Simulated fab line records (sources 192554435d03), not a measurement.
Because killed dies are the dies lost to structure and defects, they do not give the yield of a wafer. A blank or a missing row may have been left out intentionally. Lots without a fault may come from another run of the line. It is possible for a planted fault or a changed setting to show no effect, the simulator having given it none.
A lot that was struck, set against a sound lot    flow n5-finfet    15 steps out of a route of 1938
Sound: the wafers L749.1, L749.2, L749.5. The struck wafers were L752.1, L752.2, L752.3. The cause comes at the end.
Order at every step that has rows: each side's tool, ch and its chambers, its first start. Under that, the readings that differ: sound wafers    struck wafers    difference of the means    sigmas: that difference in standard deviations of wafers without a fault.
alike: words and numbers the same on both sides, and readings whose means are apart by under 2 such deviations; not compared: readings that were withheld, readings missing a value for some wafer, numbers with overlapping values and no deviation given by the record, and bounds like >300 which may hide the same value.
Wherever a step has rows on one side only, a row that says differs or no value, or a row with sigmas, the two part there. When numbers do not overlap yet have no deviation, they are printed without sigmas and do not part them. Lack of a reading on every wafer of one side parts them only where that side has two or more wafers.

N5_BEOL_M5_DESCUM_16: chemistry O2, time 7 s.
  sound on rie-diel-03 ch 1,2, day 10 00:16; struck on rie-diel-03 ch 0,1,3, day 11 08:17
  alike: drypump-motor-current-A, oes-product-au, rf-vpp-V, showerhead-plenum-p-Torr, throttle-valve-pct
  not compared: rf-hours-counter-h
N5_BEOL_M5_ETCH_72: etches underlayer in N2/H2, target depth 6.5 nm, time 5.2 s.
  sound on rie-diel-03 ch 1,2, day 10 00:19; struck on rie-diel-03 ch 0,1,3, day 11 08:19
  alike: drypump-motor-current-A, etch-rf-on-time-s, oes-product-au, rf-vpp-V, showerhead-plenum-p-Torr, throttle-valve-pct
  not compared: rf-hours-counter-h
N5_BEOL_M5_ETCH_61: etches SiARC in CF4, target depth 15.6 nm, time 26 s.
  sound on rie-diel-03 ch 1,2, day 10 00:20; struck on rie-diel-03 ch 0,1,3, day 11 08:20
  alike: drypump-motor-current-A, etch-rf-on-time-s, oes-product-au, rf-vpp-V, showerhead-plenum-p-Torr, throttle-valve-pct
  not compared: rf-hours-counter-h
N5_BEOL_M5_ETCH_62: etches SOC in N2/H2, target depth 75 nm, overetch 15 nm, time 112.5 s.
  sound on rie-diel-03 ch 1,2, day 10 00:21; struck on rie-diel-03 ch 0,1,3, day 11 08:22
  alike: drypump-motor-current-A, oes-product-au, rf-vpp-V, showerhead-plenum-p-Torr, throttle-valve-pct
  not compared: rf-hours-counter-h
then, 4 steps without rows for these wafers: N5_BEOL_M5_STRIP_63 (strips in N2/H2); N5_BEOL_M5_STRIP_73 (strips in N2/H2); N5_BEOL_M5_STRIP_64 (strips in CF4); N5_BEOL_M5_HM_OPEN_17 (chemistry Cl2/BCl3, target TiN, target depth 20 nm, overetch 6 nm).
N5_BEOL_M5_STRIP_19: strips in O2.
  sound on rie-diel-05 ch 0,2,3, day 10 00:39; struck on rie-diel-03 ch 0,1,2, day 11 08:38
  alike: drypump-motor-current-A, oes-product-au, rf-vpp-V, showerhead-plenum-p-Torr, throttle-valve-pct
  not compared: rf-hours-counter-h
N5_BEOL_M5_CD_MEAS_18: pitch 56 nm, target cd 28 nm.
  struck on cd-sem-03, day 11 08:43; sound on cd-sem-01, day 10 00:43
  alike: cd-nm
then, 2 steps without rows for these wafers: N5_BEOL_M5_COAT_65 (time 60 s, resist thk 60 nm); N5_BEOL_M5_COAT_66 (time 60 s, resist thk 12 nm).
N5_BEOL_M5_COAT_74: time 60 s, resist thk 5 nm.
  sound on litho-track-04 ch 0, day 10 00:46; struck on litho-track-05 ch 0, day 11 09:20
reading                      sound                 struck                difference  sigmas
dispense-pressure-kPa (kPa)  56.8 56.8 56.9        53.3 53.3 53.3        -3.5        -2
heater-power-total-W (W)     391.8 393.0 392.2     389.0 385.1 387.8     -5.0        -4
plate-temp-C (C)             205.09 205.12 205.05  203.13 202.99 203.03  -2.04       -14
  alike: chill-plate-temp-C
then, 2 steps without rows for these wafers: N5_BEOL_M5_COAT_22 (resist thk 30 nm); N5_PASSIVATION_PROBE_49.

WHERE THEY PART
Within this record, at N5_BEOL_M5_COAT_74 only.

WHY: whatever the simulator had introduced
Process parameters drifting: litho-track-05 at N5_BEOL_M5_COAT_74, beginning at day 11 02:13. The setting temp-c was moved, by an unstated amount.
